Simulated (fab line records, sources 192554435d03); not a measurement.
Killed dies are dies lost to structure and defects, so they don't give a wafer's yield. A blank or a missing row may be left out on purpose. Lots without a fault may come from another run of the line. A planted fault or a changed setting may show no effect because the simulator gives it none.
Problem report in the 8D (eight disciplines) form, filled by code | flow n5_finfet | the parts of the form that need people (team, actions taken, sign-off) are left out

1. THE PROBLEM
oes_product_au at N5_GATE_CUT_ETCH_56 reads a mean of 1.21 a.u. on 1 wafer of 1 lot; wafers without a fault read 0.74 a.u. with a standard deviation of 0.11. That is +4.3 standard deviations from the usual mean.
The step: etches TiN in Cl2/Ar, target depth 21.6 nm.
First seen on wafer L848.3, day 8 04:05, on rie_metal-02. The record holds 33 wafers of 11 lots with a number at this step. Rule for "out", or "out of limits": more than 4 standard deviations from the usual mean. The other wafers with a number count as sound.

2. WHAT IT IS AND WHAT IT IS NOT
question                    | is               | is not
which readings at this step | oes_product_au   | drypump_motor_current_A, mfc_cl2_sccm, throttle_valve_pct
which lots                  | L848             | L834, L835, L836, L837, L839, L840, L841, L855, L856, L857
which wafers of those lots  | L848.3           | L848.1, L848.4
read on which tools         | rie_metal-02     | rie_metal-01, rie_metal-03
when                        | from day 8 04:05 | up to then (23 sound wafers); but 9 sound wafers of L855, L856, L857 came after

3. SUSPECTS, AND WHAT RULES EACH OUT
Counting: a tool at a process step up to the reading stays a suspect if it ran every lot that is out. Sound lots after the first of them don't rule it out here, since some wafers of a struck lot are sound.
- rie_diel-03 at N5_HKMG_FIN_STRIP_90 (strips SOC in N2/H2, time 20 s): kept. It ran the lot that is out, L848 (day 8 01:55); its last sound lot up to then is L840 (day 5 23:18).
- rie_metal-02 at N5_GATE_CUT_ETCHBACK_00 (etches W in SF6/Cl2): kept. It ran the lot that is out, L848 (day 8 03:58); its last sound lot up to then is L841 (day 6 05:11).
- rie_metal-02 at N5_GATE_CUT_ETCH_56 (etches TiN in Cl2/Ar, target depth 21.6 nm): kept. It ran the lot that is out, L848 (day 8 04:05); its last sound lot up to then is L841 (day 6 05:18). Its own readings are out on those wafers: oes_product_au.
- Within rie_diel-03 at N5_HKMG_FIN_STRIP_90: the wafers that are out ran in chamber 0; their sound lot-mates ran in chambers 1, 2.
Left after counting: rie_diel-03 at N5_HKMG_FIN_STRIP_90, rie_metal-02 at N5_GATE_CUT_ETCHBACK_00, rie_metal-02 at N5_GATE_CUT_ETCH_56.

4. THE CAUSE (what the simulator had put in)
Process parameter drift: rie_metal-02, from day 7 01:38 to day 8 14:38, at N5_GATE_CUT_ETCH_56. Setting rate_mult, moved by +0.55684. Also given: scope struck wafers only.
Counting left 3 suspects, and this tool is among them.

5. THE CHAIN OF EFFECTS, in route order
Each row: a reading whose mean over the struck wafers that have a number lies more than 3 standard deviations from the usual. Only readings for which the record gives a usual standard deviation are gone through. hours: the time from each lot's start at the first step in this table that gives one to its start at this step, as a median over the lots. sigmas: the change in usual standard deviations.
hours | step                | reading        | usual     | on struck wafers | change | sigmas
0     | N5_GATE_CUT_ETCH_56 | oes_product_au | 0.74 a.u. | 1.21             | +0.47  | +4.3
The process steps in it:
- N5_GATE_CUT_ETCH_56: etches TiN in Cl2/Ar, target depth 21.6 nm.

6. WHAT WOULD HAVE CAUGHT IT SOONER
In this record the first reading out of limits was taken at day 8 04:05, 26 hours after the fault began at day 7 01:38.
